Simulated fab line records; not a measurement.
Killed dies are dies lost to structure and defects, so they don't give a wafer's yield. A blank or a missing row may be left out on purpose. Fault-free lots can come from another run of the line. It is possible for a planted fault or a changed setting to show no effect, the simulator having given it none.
The tool behind it: which one? ; flow n5Finfet ; Sampling: 9 lots, 27 wafers, 5 of 1938 route steps

== WHAT THE GAUGES READ, wafer by wafer ==
N5_MOL_CONTACT_COAG_OVL_MEAS_85. Usual: VG_OVL gives -0.1 nm (standard deviation 0.73).
lot;measured;on;VG_OVL (nm);flag
L579;day 5 18:46;overlay-02;-0.1 1.3 0.2;
L582;day 6 18:00;overlay-01;0.5 -0.6 0.5;
L583;day 6 20:34;overlay-01;-0.3 -0.1 0.4;
L585;day 7 09:26;overlay-02;0.2 -0.1 1.0;
L586;day 7 12:52;overlay-02;0.6 -0.4 0.2;
L589;day 8 17:39;overlay-02;0.2 -0.7 -0.9;
L590;day 8 17:59;overlay-01;-0.3 0.0 -0.3;
L596;day 9 22:54;overlay-02;-0.5 -0.5 0.0;
L598;day 10 20:18;overlay-02;-2.1 -2.2 -1.3;

N5_BEOL_M4_RC_MEAS_101. Usual: DIBL_N 36.7 mV/V, standard deviation 1.8; DIBL_P 37.0 mV/V, standard deviation 2.4; IOFF_N 0.17 nA/um, standard deviation 0.036; IOFF_P 0.22 nA/um, standard deviation 0.042; ION_N 673 uA/um, standard deviation 12; ION_P 462 uA/um, standard deviation 8.5; SS_N 71.7 mV/dec, standard deviation 0.62; SS_P 73.4 mV/dec, standard deviation 0.65; VT_N 250 mV, standard deviation 3.7; VT_P -250 mV, standard deviation 3.7.
lot;measured;on;DIBL_N (mV/V);DIBL_P (mV/V);IOFF_N (nA/um);IOFF_P (nA/um);ION_N (uA/um);ION_P (uA/um);SS_N (mV/dec);SS_P (mV/dec);VT_N (mV);VT_P (mV);flag
L579;day 9 19:53;prober-02;38.2 35.4 36.1;38.0 34.7 35.7;0.18 0.13 0.15;0.24 0.20 0.21;671 674 661;462 470 462;72.3 71.2 71.0;73.9 72.7 72.8;249 253 250;-246 -248 -251;
L582;day 10 17:13;prober-01;35.5 36.9 39.9;35.9 37.3 40.9;0.15 0.17 0.24;0.21 0.22 0.27;669 669 687;461 460 463;71.5 72.1 73.2;72.5 73.8 74.7;248 250 244;-252 -252 -250;
L583;day 10 08:27;prober-02;36.2 33.3 37.4;37.7 33.2 38.6;0.16 0.12 0.18;0.22 0.17 0.25;675 663 677;471 460 468;71.6 71.1 72.3;73.5 72.6 73.3;249 254 248;-246 -251 -248;
L585;day 10 21:43;prober-01;35.9 35.4 37.8;35.9 35.4 37.7;0.17 0.15 0.20;0.25 0.24 0.29;683 667 672;479 470 474;71.0 72.1 71.9;72.7 72.2 73.1;246 250 245;-243 -244 -243;
L586;day 10 23:26;prober-01;36.1 34.9 35.9;37.0 35.6 35.9;0.14 0.12 0.13;0.20 0.18 0.19;658 649 659;454 449 455;70.6 71.2 71.2;73.7 73.3 73.3;254 256 251;-250 -251 -254;
L589;day 12 07:16;prober-01;34.9 35.1 34.5;37.2 36.2 36.0;0.14 0.13 0.13;0.22 0.19 0.19;669 664 674;465 460 463;70.8 71.2 71.3;73.9 74.0 73.4;252 255 250;-251 -253 -253;
L590;day 12 16:13;prober-01;36.7 35.1 37.1;38.6 35.9 38.7;0.16 0.14 0.19;0.23 0.18 0.23;667 662 691;458 453 466;71.5 72.0 71.7;74.3 74.2 74.5;250 252 245;-251 -257 -253;
L596;day 13 12:33;prober-01;35.7 36.7 32.1;34.9 36.2 30.0;0.15 0.17 0.10;0.19 0.22 0.14;678 686 662;461 464 456;71.4 71.0 70.7;73.1 73.8 72.4;251 250 256;-249 -249 -255;
L598;day 14 18:44;prober-02;37.6 36.9 36.6;38.4 37.5 37.7;0.18 0.16 0.16;0.24 0.22 0.23;684 671 676;467 460 469;72.0 71.8 71.8;72.7 73.1 73.9;248 249 249;-250 -254 -251;

== WHAT TOOL EACH LOT RAN ON (gives the tool, then ch and the chambers of the sampled wafers, and finally the start) ==
lot;N5_MOL_CONTACT_COAG_ALD_123;N5_MOL_CONTACT_COAG_ETCH_89;N5_MOL_CONTACT_COAG_ETCHBACK_132
L579;aldSin-02 ch 0,1,2, day 5 17:54;rieDiel-02 ch 0,3, day 5 18:54;rieDiel-01 ch 0,2,3, day 5 19:16
L582;aldSin-04 ch 0,1,3, day 6 17:00;rieDiel-04 ch 1,2, day 6 18:08;rieDiel-01 ch 2,3, day 6 18:33
L583;aldSin-04 ch 1,3, day 6 19:34;rieDiel-04 ch 1,2,3, day 6 21:01;rieDiel-01 ch 1,3, day 6 21:17
L585;aldSin-04 ch 2,3, day 7 08:25;rieDiel-01 ch 1,2,3, day 7 09:58;rieDiel-01 ch 0,1,3, day 7 10:21
L586;aldSin-02 ch 0,1,3, day 7 11:59;rieDiel-01 ch 0,2,3, day 7 12:59;rieDiel-04 ch 1,3, day 7 13:16
L589;aldSin-04 ch 2,3, day 8 16:38;rieDiel-02 ch 0,2,3, day 8 17:56;rieDiel-01 ch 0,1,3, day 8 18:16
L590;aldSin-04 ch 2,3, day 8 17:07;rieDiel-01 ch 0,2, day 8 18:07;rieDiel-04 ch 0,2,3, day 8 18:26
L596;aldSin-04 ch 0,3, day 9 21:55;rieDiel-01 ch 0,1, day 9 23:02;rieDiel-04 ch 0,2,3, day 9 23:19
L598;aldSin-01 ch 0,3, day 10 19:25;rieDiel-01 ch 0,2, day 10 20:26;rieDiel-01 ch 1,2, day 10 20:43
- N5_MOL_CONTACT_COAG_ALD_123: deposits SiNx, target thk 5 nm, pulse time 1 s, purge time 2 s.
- N5_MOL_CONTACT_COAG_ETCH_89: etches underlayer in N2/H2, target depth 13 nm, time 10.4 s.
- N5_MOL_CONTACT_COAG_ETCHBACK_132: etches SiO2 in CHF3, target depth 10 nm, time 6.7 s.

== WHAT THE TOOLS THEMSELVES READ (means of the sampled wafers that have a number; where no wafer has one, the mark that the record gives instead) ==
N5_MOL_CONTACT_COAG_ALD_123. Usual: heaterPowerW 879 W, standard deviation 73; precursorPulseHeightRel 1.000, standard deviation 0.02.
lot;tool;heaterPowerW (W);precursorPulseHeightRel;flag
L579;aldSin-02;900;0.998;
L582;aldSin-04;848;0.995;
L583;aldSin-04;832;1.007;
L585;aldSin-04;929;1.009;
L586;aldSin-02;861;0.991;
L589;aldSin-04;926;0.992;
L590;aldSin-04;938;0.993;
L596;aldSin-04;847;0.995;
L598;aldSin-01;849;1.008;

N5_MOL_CONTACT_COAG_ETCH_89. Usual: biasW 150.0 W, standard deviation 0.42; drypumpMotorCurrentA 5.6 A, standard deviation 0.43; etchRfOnTimeS 10.43 s, standard deviation 0.22; n2FlowSccm 200.0 sccm, standard deviation 0.59; oesProductAu 0.65 a.u., standard deviation 0.061; rfVppV 523.6 V, standard deviation 2.7; showerheadPlenumPTorr 2.54 Torr, standard deviation 0.097; throttleValvePct 17.85 %, standard deviation 0.2.
lot;tool;biasW (W);drypumpMotorCurrentA (A);etchRfOnTimeS (s);n2FlowSccm (sccm);oesProductAu (a.u.);rfVppV (V);showerheadPlenumPTorr (Torr);throttleValvePct (%);flag
L579;rieDiel-02;150.3;5.4;10.38;200.2;0.63;524.7;2.57;17.73;
L582;rieDiel-04;149.9;6.0;10.56;199.5;0.69;524.5;2.52;17.63;
L583;rieDiel-04;150.0;6.0;10.44;200.5;0.66;523.1;2.55;17.78;
L585;rieDiel-01;149.4;5.5;10.40;200.0;0.70;526.8;2.64;17.83;
L586;rieDiel-01;150.0;5.4;10.35;199.6;0.71;527.1;2.64;17.76;
L589;rieDiel-02;149.9;5.6;10.39;199.2;0.60;523.1;2.52;17.95;
L590;rieDiel-01;150.2;5.4;10.76;200.2;0.65;525.4;2.57;17.85;
L596;rieDiel-01;150.0;5.1;9.30;200.3;0.78;523.3;2.50;17.83;OFF
L598;rieDiel-01;149.8;5.9;7.69;199.9;0.87;526.1;2.63;17.90;OFF

N5_MOL_CONTACT_COAG_ETCHBACK_132. Usual: biasW 170.0 W, standard deviation 0.52; drypumpMotorCurrentA 5.6 A, standard deviation 0.44; oesProductAu 0.79 a.u., standard deviation 0.088; rfVppV 523 V, standard deviation 10; showerheadPlenumPTorr 2.40 Torr, standard deviation 0.09; throttleValvePct 18.65 %, standard deviation 0.18.
lot;tool;biasW (W);drypumpMotorCurrentA (A);oesProductAu (a.u.);rfVppV (V);showerheadPlenumPTorr (Torr);throttleValvePct (%);flag
L579;rieDiel-01;170.2;5.4;0.86;530;2.48;18.58;
L582;rieDiel-01;169.9;5.4;0.89;524;2.52;18.43;
L583;rieDiel-01;169.7;5.2;0.77;525;2.39;18.68;
L585;rieDiel-01;169.6;5.0;0.77;526;2.40;18.67;
L586;rieDiel-04;169.8;6.2;0.72;511;2.43;18.83;
L589;rieDiel-01;170.4;5.0;0.76;527;2.40;18.69;
L590;rieDiel-04;169.8;5.8;0.84;523;2.41;18.53;
L596;rieDiel-04;169.5;5.7;0.82;522;2.41;18.56;
L598;rieDiel-01;169.9;6.0;0.88;535;2.46;18.58;

== THE ANSWER, worked out from the rows above alone ==
Rule: take the mean of a lot's wafers that have a number; if it is more than 3 standard deviations from the usual mean, the lot is off. Also off: a lot with no number at a reading for which 4 or more lots have one. Where the step has rows for the other lots, those lots are counted as sound. After the gauges, taken in route order, come the tools' own readings; for these a lot's mean is taken, as printed above. At the first step where some lot is off, the reading lying furthest off is the one used; lots without a number count as furthest.
Off: L596, L598 (N5_MOL_CONTACT_COAG_ETCH_89, etchRfOnTimeS).
A tool fits if, at that step or a process step before it, it ran every lot that is off, and no sound lot after the first of them. One fits: rieDiel-01 at N5_MOL_CONTACT_COAG_ETCH_89. Its last sound lot is L590 (day 8 18:07), its first lot that is off L596 (day 9 23:02): a fault that began between those two fits.
The tool's own readings at N5_MOL_CONTACT_COAG_ETCH_89 bear it out: on the lots that are off they differ by more than 5 times the standard deviation of the sound lots' means. etchRfOnTimeS reads 8.50 s there against 10.47 s on the sound lots.

== WHAT HAD BEEN PUT IN BY THE SIMULATOR ==
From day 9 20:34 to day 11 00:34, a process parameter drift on rieDiel-01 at N5_MOL_CONTACT_COAG_ETCH_89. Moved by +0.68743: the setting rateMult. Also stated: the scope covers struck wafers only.
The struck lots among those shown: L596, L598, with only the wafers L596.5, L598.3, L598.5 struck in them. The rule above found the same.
